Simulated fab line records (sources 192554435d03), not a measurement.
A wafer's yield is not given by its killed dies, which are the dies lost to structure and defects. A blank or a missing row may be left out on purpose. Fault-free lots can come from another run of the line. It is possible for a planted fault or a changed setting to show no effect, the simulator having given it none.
What tool caused it? || flow n5-finfet || Sampling: 11 lots, 33 wafers, 5 of 1938 route steps

== WHAT THE GAUGES READ, wafer by wafer ==
The record holds no reading of a measuring or inspecting step that can be judged against a usual standard deviation.

== EACH LOT AND THE TOOL THAT RAN IT (in order: tool; ch and the chambers of the sampled wafers; start) ==
{"lot": "L861", "N5_BEOL_M4_PRE_CLEAN_60": "cvd-co-02 ch 0,2, day 8 10:41", "N5_BEOL_M4_DEP_57": "pecvd-04 ch 1,2, day 8 10:50", "N5_BEOL_M5_CURE_79": "uv-cure-02 ch 2, day 8 11:59", "N5_BEOL_M5_ETCH_62": "rie-diel-04 ch 1,2, day 8 14:04", "N5_PASSIVATION_PROBE_49": "prober-01, day 12 13:29"}
{"lot": "L860", "N5_BEOL_M4_PRE_CLEAN_60": "cvd-co-02 ch 0,1, day 8 15:42", "N5_BEOL_M4_DEP_57": "pecvd-04 ch 0,1,2, day 8 15:52", "N5_BEOL_M5_CURE_79": "uv-cure-02 ch 2, day 8 17:05", "N5_BEOL_M5_ETCH_62": "rie-diel-01 ch 2,3, day 8 21:10", "N5_PASSIVATION_PROBE_49": "prober-02, day 12 19:50"}
{"lot": "L863", "N5_BEOL_M4_PRE_CLEAN_60": "cvd-co-02 ch 1,2, day 9 01:17", "N5_BEOL_M4_DEP_57": "pecvd-04 ch 0,2, day 9 01:27", "N5_BEOL_M5_CURE_79": "uv-cure-02 ch 2, day 9 02:44", "N5_BEOL_M5_ETCH_62": "rie-diel-04 ch 0,1,3, day 9 04:53", "N5_PASSIVATION_PROBE_49": "prober-01, day 13 11:20"}
{"lot": "L870", "N5_BEOL_M4_PRE_CLEAN_60": "cvd-co-02 ch 0,1,2, day 11 06:35", "N5_BEOL_M4_DEP_57": "pecvd-04 ch 0,1, day 11 06:46", "N5_BEOL_M5_CURE_79": "uv-cure-01 ch 2, day 11 07:56", "N5_BEOL_M5_ETCH_62": "rie-diel-04 ch 0,1,2, day 11 10:53", "N5_PASSIVATION_PROBE_49": "prober-02, day 15 20:37"}
{"lot": "L873", "N5_BEOL_M4_PRE_CLEAN_60": "cvd-co-02 ch 1,2, day 11 11:19", "N5_BEOL_M4_DEP_57": "pecvd-01 ch 0,1,2, day 11 11:29", "N5_BEOL_M5_CURE_79": "uv-cure-01 ch 1, day 11 12:41", "N5_BEOL_M5_ETCH_62": "rie-diel-04 ch 0,1, day 11 14:38", "N5_PASSIVATION_PROBE_49": "prober-02, day 16 02:19"}
{"lot": "L872", "N5_BEOL_M4_PRE_CLEAN_60": "cvd-co-01 ch 0,1,2, day 11 14:16", "N5_BEOL_M4_DEP_57": "pecvd-03 ch 1,2, day 11 14:26", "N5_BEOL_M5_CURE_79": "uv-cure-01 ch 0, day 11 15:44", "N5_BEOL_M5_ETCH_62": "rie-diel-05 ch 0,1, day 11 17:23", "N5_PASSIVATION_PROBE_49": "prober-01, day 16 04:23"}
{"lot": "L875", "N5_BEOL_M4_PRE_CLEAN_60": "cvd-co-01 ch 0,1,2, day 11 19:19", "N5_BEOL_M4_DEP_57": "pecvd-01 ch 0,2, day 11 19:28", "N5_BEOL_M5_CURE_79": "uv-cure-02 ch 2, day 11 20:46", "N5_BEOL_M5_ETCH_62": "rie-diel-04 ch 0,1,3, day 12 01:01", "N5_PASSIVATION_PROBE_49": "prober-02, day 16 07:25"}
{"lot": "L877", "N5_BEOL_M4_PRE_CLEAN_60": "cvd-co-01 ch 0,2, day 12 17:53", "N5_BEOL_M4_DEP_57": "pecvd-01 ch 1,2, day 12 18:02", "N5_BEOL_M5_CURE_79": "uv-cure-01 ch 0, day 12 19:11", "N5_BEOL_M5_ETCH_62": "rie-diel-01 ch 0,1,3, day 12 21:05", "N5_PASSIVATION_PROBE_49": "prober-02, day 17 13:59"}
{"lot": "L878", "N5_BEOL_M4_PRE_CLEAN_60": "cvd-co-02 ch 0,1, day 12 19:58", "N5_BEOL_M4_DEP_57": "pecvd-01 ch 1,2, day 12 20:07", "N5_BEOL_M5_CURE_79": "uv-cure-02 ch 1, day 12 21:25", "N5_BEOL_M5_ETCH_62": "rie-diel-01 ch 0,1,2, day 13 00:16", "N5_PASSIVATION_PROBE_49": "prober-01, day 17 15:24"}
{"lot": "L879", "N5_BEOL_M4_PRE_CLEAN_60": "cvd-co-01 ch 0,1, day 13 00:46", "N5_BEOL_M4_DEP_57": "pecvd-04 ch 1,2, day 13 00:56", "N5_BEOL_M5_CURE_79": "uv-cure-02 ch 1, day 13 02:18", "N5_BEOL_M5_ETCH_62": "rie-diel-01 ch 0,1,2, day 13 05:20", "N5_PASSIVATION_PROBE_49": "prober-01, day 17 09:10"}
{"lot": "L881", "N5_BEOL_M4_PRE_CLEAN_60": "cvd-co-02 ch 0,1, day 13 22:26", "N5_BEOL_M4_DEP_57": "pecvd-04 ch 0,1,2, day 13 22:35", "N5_BEOL_M5_CURE_79": "uv-cure-02 ch 1, day 13 23:49", "N5_BEOL_M5_ETCH_62": "rie-diel-01 ch 2,3, day 14 01:21", "N5_PASSIVATION_PROBE_49": "prober-01, day 18 03:00"}
- N5_BEOL_M4_PRE_CLEAN_60: time 15 s.
- N5_BEOL_M4_DEP_57: deposits SiCN from 3MS/NH3, target thk 8 nm, time 14 s.
- N5_BEOL_M5_CURE_79: cures SiCOH lowk, time 240 s.
- N5_BEOL_M5_ETCH_62: etches SOC in N2/H2, target depth 75 nm, overetch 15 nm, time 112.5 s.
- N5_PASSIVATION_PROBE_49

== AS READ BY THE TOOLS THEMSELVES (means over the sampled wafers that have a number; for cases with no such wafer, the mark the record gives instead) ==
N5_BEOL_M4_PRE_CLEAN_60.
{"lot": "L861", "tool": "cvd-co-02", "heater-power-w (W)": 86}
{"lot": "L860", "tool": "cvd-co-02", "heater-power-w (W)": 73}
{"lot": "L863", "tool": "cvd-co-02", "heater-power-w (W)": 91}
{"lot": "L870", "tool": "cvd-co-02", "heater-power-w (W)": 84}
{"lot": "L873", "tool": "cvd-co-02", "heater-power-w (W)": 93}
{"lot": "L872", "tool": "cvd-co-01", "heater-power-w (W)": 78}
{"lot": "L875", "tool": "cvd-co-01", "heater-power-w (W)": 77}
{"lot": "L877", "tool": "cvd-co-01", "heater-power-w (W)": 84}
{"lot": "L878", "tool": "cvd-co-02", "heater-power-w (W)": 74}
{"lot": "L879", "tool": "cvd-co-01", "heater-power-w (W)": 79}
{"lot": "L881", "tool": "cvd-co-02", "heater-power-w (W)": 79}

N5_BEOL_M4_DEP_57.
{"lot": "L861", "tool": "pecvd-04", "showerhead-plenum-p-Torr (Torr)": 3.673, "throttle-valve-pct (%)": 9.2}
{"lot": "L860", "tool": "pecvd-04", "showerhead-plenum-p-Torr (Torr)": 3.664, "throttle-valve-pct (%)": 9.2}
{"lot": "L863", "tool": "pecvd-04", "showerhead-plenum-p-Torr (Torr)": 3.646, "throttle-valve-pct (%)": 9.3}
{"lot": "L870", "tool": "pecvd-04", "showerhead-plenum-p-Torr (Torr)": 3.673, "throttle-valve-pct (%)": 9.2}
{"lot": "L873", "tool": "pecvd-01", "showerhead-plenum-p-Torr (Torr)": 3.664, "throttle-valve-pct (%)": 9.0}
{"lot": "L872", "tool": "pecvd-03", "showerhead-plenum-p-Torr (Torr)": 3.668, "throttle-valve-pct (%)": 8.8}
{"lot": "L875", "tool": "pecvd-01", "showerhead-plenum-p-Torr (Torr)": 3.667, "throttle-valve-pct (%)": 9.3}
{"lot": "L877", "tool": "pecvd-01", "showerhead-plenum-p-Torr (Torr)": 3.670, "throttle-valve-pct (%)": 8.9}
{"lot": "L878", "tool": "pecvd-01", "showerhead-plenum-p-Torr (Torr)": 3.669, "throttle-valve-pct (%)": 9.0}
{"lot": "L879", "tool": "pecvd-04", "showerhead-plenum-p-Torr (Torr)": 3.653, "throttle-valve-pct (%)": 9.2}
{"lot": "L881", "tool": "pecvd-04", "showerhead-plenum-p-Torr (Torr)": 3.659, "throttle-valve-pct (%)": 9.3}

N5_BEOL_M5_CURE_79.
{"lot": "L861", "tool": "uv-cure-02", "lamp-power-pct (%)": 52.36, "wafer_temp_C_max": 386.2}
{"lot": "L860", "tool": "uv-cure-02", "lamp-power-pct (%)": 52.33, "wafer_temp_C_max": 386.6}
{"lot": "L863", "tool": "uv-cure-02", "lamp-power-pct (%)": 52.28, "wafer_temp_C_max": 386.0}
{"lot": "L870", "tool": "uv-cure-01", "lamp-power-pct (%)": 52.30, "wafer_temp_C_max": 387.6}
{"lot": "L873", "tool": "uv-cure-01", "lamp-power-pct (%)": 52.30, "wafer_temp_C_max": 387.0}
{"lot": "L872", "tool": "uv-cure-01", "lamp-power-pct (%)": 52.27, "wafer_temp_C_max": 387.7}
{"lot": "L875", "tool": "uv-cure-02", "lamp-power-pct (%)": 52.32, "wafer_temp_C_max": 386.6}
{"lot": "L877", "tool": "uv-cure-01", "lamp-power-pct (%)": 52.35, "wafer_temp_C_max": 387.8}
{"lot": "L878", "tool": "uv-cure-02", "lamp-power-pct (%)": 52.22, "wafer_temp_C_max": 386.7}
{"lot": "L879", "tool": "uv-cure-02", "lamp-power-pct (%)": 52.29, "wafer_temp_C_max": 386.8}
{"lot": "L881", "tool": "uv-cure-02", "lamp-power-pct (%)": 52.26, "wafer_temp_C_max": 386.4}

N5_BEOL_M5_ETCH_62.
{"lot": "L861", "tool": "rie-diel-04", "drypump-motor-current-A (A)": 5.8, "oes-product-au (a.u.)": 0.69, "rf-fwd-power-W (W)": 835.7, "rf-vpp-V (V)": 528.2, "showerhead-plenum-p-Torr (Torr)": 2.69, "throttle-valve-pct (%)": 17.65}
{"lot": "L860", "tool": "rie-diel-01", "drypump-motor-current-A (A)": 5.7, "oes-product-au (a.u.)": 0.62, "rf-fwd-power-W (W)": 836.6, "rf-vpp-V (V)": 523.4, "showerhead-plenum-p-Torr (Torr)": 2.51, "throttle-valve-pct (%)": 17.67}
{"lot": "L863", "tool": "rie-diel-04", "drypump-motor-current-A (A)": 5.6, "oes-product-au (a.u.)": 0.66, "rf-fwd-power-W (W)": 836.2, "rf-vpp-V (V)": 527.1, "showerhead-plenum-p-Torr (Torr)": 2.63, "throttle-valve-pct (%)": 17.62}
{"lot": "L870", "tool": "rie-diel-04", "drypump-motor-current-A (A)": 5.5, "oes-product-au (a.u.)": 0.64, "rf-fwd-power-W (W)": 903.0, "rf-vpp-V (V)": 514.3, "showerhead-plenum-p-Torr (Torr)": 2.63, "throttle-valve-pct (%)": 17.60}
{"lot": "L873", "tool": "rie-diel-04", "drypump-motor-current-A (A)": 5.6, "oes-product-au (a.u.)": 0.62, "rf-fwd-power-W (W)": 969.5, "rf-vpp-V (V)": 502.3, "showerhead-plenum-p-Torr (Torr)": 2.62, "throttle-valve-pct (%)": 17.77}
{"lot": "L872", "tool": "rie-diel-05", "drypump-motor-current-A (A)": 6.1, "oes-product-au (a.u.)": 0.64, "rf-fwd-power-W (W)": 833.3, "rf-vpp-V (V)": 522.8, "showerhead-plenum-p-Torr (Torr)": 2.49, "throttle-valve-pct (%)": 17.84}
{"lot": "L875", "tool": "rie-diel-04", "drypump-motor-current-A (A)": 5.5, "oes-product-au (a.u.)": 0.64, "rf-fwd-power-W (W)": 903.4, "rf-vpp-V (V)": 514.3, "showerhead-plenum-p-Torr (Torr)": 2.63, "throttle-valve-pct (%)": 17.67}
{"lot": "L877", "tool": "rie-diel-01", "drypump-motor-current-A (A)": 6.1, "oes-product-au (a.u.)": 0.60, "rf-fwd-power-W (W)": 838.6, "rf-vpp-V (V)": 523.5, "showerhead-plenum-p-Torr (Torr)": 2.53, "throttle-valve-pct (%)": 17.72}
{"lot": "L878", "tool": "rie-diel-01", "drypump-motor-current-A (A)": 5.9, "oes-product-au (a.u.)": 0.60, "rf-fwd-power-W (W)": 832.0, "rf-vpp-V (V)": 523.0, "showerhead-plenum-p-Torr (Torr)": 2.51, "throttle-valve-pct (%)": 17.81}
{"lot": "L879", "tool": "rie-diel-01", "drypump-motor-current-A (A)": 5.9, "oes-product-au (a.u.)": 0.60, "rf-fwd-power-W (W)": 840.3, "rf-vpp-V (V)": 523.0, "showerhead-plenum-p-Torr (Torr)": 2.51, "throttle-valve-pct (%)": 17.82}
{"lot": "L881", "tool": "rie-diel-01", "drypump-motor-current-A (A)": 5.7, "oes-product-au (a.u.)": 0.59, "rf-fwd-power-W (W)": 837.8, "rf-vpp-V (V)": 522.2, "showerhead-plenum-p-Torr (Torr)": 2.49, "throttle-valve-pct (%)": 17.74}

N5_PASSIVATION_PROBE_49.
{"lot": "L861", "tool": "prober-01", "defect-limited-yield (%)": 91.7, "killed_at_M0_to_M3": 41, "killed_at_M4_up": 8, "killed-at-contacts": 6, "killed-at-front-end": 40, "killed-at-other": 1.7, "killed-dies": 98, "killed-open": 59, "killed-short": 35, "sort_bin_5_function (%)": 4.4, "sort_bin_6_memory (%)": 3.4, "sort-n-pass": 1082, "sort-yield-pct (%)": 91.7}
{"lot": "L860", "tool": "prober-02", "defect-limited-yield (%)": 90.1, "killed_at_M0_to_M3": 33, "killed_at_M4_up": 11, "killed-at-contacts": 14, "killed-at-front-end": 55, "killed-at-other": 2.3, "killed-dies": 116, "killed-open": 82, "killed-short": 34, "sort_bin_5_function (%)": 6.0, "sort_bin_6_memory (%)": 3.7, "sort-n-pass": 1064, "sort-yield-pct (%)": 90.1}
{"lot": "L863", "tool": "prober-01", "defect-limited-yield (%)": 92.6, "killed_at_M0_to_M3": 16, "killed_at_M4_up": 10, "killed-at-contacts": 12, "killed-at-front-end": 40, "killed-at-other": 9.3, "killed-dies": 87, "killed-open": 58, "killed-short": 29, "sort_bin_5_function (%)": 4.2, "sort_bin_6_memory (%)": 2.8, "sort-n-pass": 1093, "sort-yield-pct (%)": 92.6}
{"lot": "L870", "tool": "prober-02", "defect-limited-yield (%)": 91.9, "killed_at_M0_to_M3": 26, "killed_at_M4_up": 18, "killed-at-contacts": 13, "killed-at-front-end": 36, "killed-at-other": 2.7, "killed-dies": 95, "killed-open": 65, "killed-short": 29, "sort_bin_5_function (%)": 4.7, "sort_bin_6_memory (%)": 3.0, "sort-n-pass": 1085, "sort-yield-pct (%)": 91.9}
{"lot": "L873", "tool": "prober-02", "defect-limited-yield (%)": 92.4, "killed_at_M0_to_M3": 23, "killed_at_M4_up": 12, "killed-at-contacts": 9, "killed-at-front-end": 44, "killed-at-other": 2.0, "killed-dies": 90, "killed-open": 54, "killed-short": 35, "sort_bin_5_function (%)": 4.4, "sort_bin_6_memory (%)": 3.0, "sort-n-pass": 1090, "sort-yield-pct (%)": 92.4}
{"lot": "L872", "tool": "prober-01", "defect-limited-yield (%)": 91.2, "killed_at_M0_to_M3": 34, "killed_at_M4_up": 17, "killed-at-contacts": 5, "killed-at-front-end": 43, "killed-at-other": 5.0, "killed-dies": 104, "killed-open": 67, "killed-short": 35, "sort_bin_5_function (%)": 5.8, "sort_bin_6_memory (%)": 2.8, "sort-n-pass": 1076, "sort-yield-pct (%)": 91.2}
{"lot": "L875", "tool": "prober-02", "defect-limited-yield (%)": 92.1, "killed_at_M0_to_M3": 26, "killed_at_M4_up": 9, "killed-at-contacts": 27, "killed-at-front-end": 28, "killed-at-other": 2.7, "killed-dies": 93, "killed-open": 65, "killed-short": 27, "sort_bin_5_function (%)": 4.9, "sort_bin_6_memory (%)": 2.7, "sort-n-pass": 1087, "sort-yield-pct (%)": 92.1}
{"lot": "L877", "tool": "prober-02", "defect-limited-yield (%)": 91.9, "killed_at_M0_to_M3": 30, "killed_at_M4_up": 10, "killed-at-contacts": 16, "killed-at-front-end": 32, "killed-at-other": 7.3, "killed-dies": 95, "killed-open": 64, "killed-short": 29, "sort_bin_5_function (%)": 4.6, "sort_bin_6_memory (%)": 3.2, "sort-n-pass": 1085, "sort-yield-pct (%)": 91.9}
{"lot": "L878", "tool": "prober-01", "defect-limited-yield (%)": 92.6, "killed_at_M0_to_M3": 32, "killed_at_M4_up": 16, "killed-at-contacts": 3, "killed-at-front-end": 33, "killed-at-other": 3.7, "killed-dies": 87, "killed-open": 52, "killed-short": 33, "sort_bin_5_function (%)": 4.1, "sort_bin_6_memory (%)": 3.1, "sort-n-pass": 1093, "sort-yield-pct (%)": 92.6}
{"lot": "L879", "tool": "prober-01", "defect-limited-yield (%)": 92.0, "killed_at_M0_to_M3": 31, "killed_at_M4_up": 11, "killed-at-contacts": 8, "killed-at-front-end": 41, "killed-at-other": 2.3, "killed-dies": 94, "killed-open": 59, "killed-short": 35, "sort_bin_5_function (%)": 5.1, "sort_bin_6_memory (%)": 2.7, "sort-n-pass": 1086, "sort-yield-pct (%)": 92.0}
{"lot": "L881", "tool": "prober-01", "defect-limited-yield (%)": 90.9, "killed_at_M0_to_M3": 30, "killed_at_M4_up": 9, "killed-at-contacts": 28, "killed-at-front-end": 37, "killed-at-other": 4.7, "killed-dies": 108, "killed-open": 73, "killed-short": 34, "sort_bin_5_function (%)": 5.4, "sort_bin_6_memory (%)": 3.4, "sort-n-pass": 1072, "sort-yield-pct (%)": 90.9}

== THE ANSWER, worked out from the rows above alone ==
Rule: what is usual is taken from the lots themselves. Put in order of their means at a reading, lots are off if they are a third of the lots or fewer, leave a main group of 4 or more, and stand apart from it by a gap of 3 or more times the standard deviation of the main group's means; of several such gaps the widest counts. Not used: any main group whose means are identical at the precision the tables above print for the reading. A lot without any number at a reading at which 4 lots or more have one is off too. Where the step has rows for the other lots, those lots are counted as sound. After the gauges, taken in route order, come the tools' own readings; for these a lot's mean is taken, as printed above. The first step at which some lot is off is used, and at that step the reading that is off furthest; a lot without a number counts as furthest.
Off: L870, L873, L875 (N5_BEOL_M5_ETCH_62, rf-fwd-power-W). The main group: mean 836.3 W, standard deviation 2.5.
If a tool, at that step or one of the process steps before it, ran each lot that is off and ran no sound lot following the first of them, it fits. One candidate fits, namely rie-diel-04 at N5_BEOL_M5_ETCH_62. A fault onset in the window from L863 (day 9 04:53, its last sound lot) to L870 (day 11 10:53, its first lot off) fits.
The tool's own readings at N5_BEOL_M5_ETCH_62 bear it out: on the lots that are off they differ by more than 5 times the standard deviation of the sound lots' means. rf-fwd-power-W reads 925.3 W there against 836.3 W on the sound lots; rf-vpp-V reads 510.3 V there against 524.1 V on the sound lots.

== WHAT HAD BEEN PUT IN BY THE SIMULATOR ==
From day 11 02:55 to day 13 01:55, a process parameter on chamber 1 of rie-diel-04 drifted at N5_BEOL_M5_ETCH_62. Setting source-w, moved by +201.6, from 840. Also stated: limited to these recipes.
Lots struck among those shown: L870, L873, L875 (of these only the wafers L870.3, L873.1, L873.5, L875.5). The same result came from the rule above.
